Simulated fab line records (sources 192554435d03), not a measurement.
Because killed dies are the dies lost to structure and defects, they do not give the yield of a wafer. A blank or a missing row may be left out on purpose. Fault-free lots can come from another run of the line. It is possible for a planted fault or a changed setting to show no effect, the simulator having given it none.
Which of the tools did it? / flow n5Finfet / at 1 step of a route of 1938, 11 lots with 31 wafers sampled

WHAT THE GAUGES SHOWED, per wafer
N5_BEOL_M13_OVL_MEAS_29. Usual: M13_OVL gives 2 nm (standard deviation 4.7).
lot=L558; measured=day 11 06:49; on=overlay-01; M13_OVL (nm)=15 9 6; flag=
lot=L562; measured=day 12 06:08; on=overlay-01; M13_OVL (nm)=-6 1 -9; flag=
lot=L561; measured=day 12 14:17; on=overlay-02; M13_OVL (nm)=5 -4; flag=
lot=L563; measured=day 13 07:26; on=overlay-02; M13_OVL (nm)=-7 -5; flag=
lot=L570; measured=day 14 04:23; on=overlay-02; M13_OVL (nm)=0 -4 0; flag=
lot=L573; measured=day 14 23:49; on=overlay-02; M13_OVL (nm)=2 -8 5; flag=
lot=L574; measured=day 15 02:58; on=overlay-01; M13_OVL (nm)=0 0 2; flag=
lot=L576; measured=day 16 03:45; on=overlay-01; M13_OVL (nm)=2 -5 4; flag=
lot=L581; measured=day 16 23:21; on=overlay-01; M13_OVL (nm)=5 11 6; flag=
lot=L578; measured=day 17 07:34; on=overlay-02; M13_OVL (nm)=9 9 10; flag=
lot=L580; measured=day 17 08:30; on=overlay-02; M13_OVL (nm)=-2 -4 4; flag=

TOOL THAT RAN EACH LOT (tool first, then ch and the chambers of the sampled wafers, then the start)
Before these readings, the record contains no process step.

WHAT THE TOOLS THEMSELVES READ (means of the sampled wafers that have a number; where no wafer has one, the mark that the record gives instead)
The record holds no such reading with a usual standard deviation.

THE ANSWER, worked out from the rows above alone
Rule: take the mean of a lot's wafers that have a number; if it is more than 3 standard deviations from the usual mean, the lot is off. A lot without any number at a reading at which 4 lots or more have one is off too. The other lots that the step has rows for count as sound. First the gauges in route order, then the tools' own readings, where a lot's mean is used as printed above. The first step at which some lot is off is used, and at that step the reading that is off furthest; a lot without a number counts as furthest.
Nothing can be told from this: no lot is off at any reading shown.

WHAT THE SIMULATOR PUT IN
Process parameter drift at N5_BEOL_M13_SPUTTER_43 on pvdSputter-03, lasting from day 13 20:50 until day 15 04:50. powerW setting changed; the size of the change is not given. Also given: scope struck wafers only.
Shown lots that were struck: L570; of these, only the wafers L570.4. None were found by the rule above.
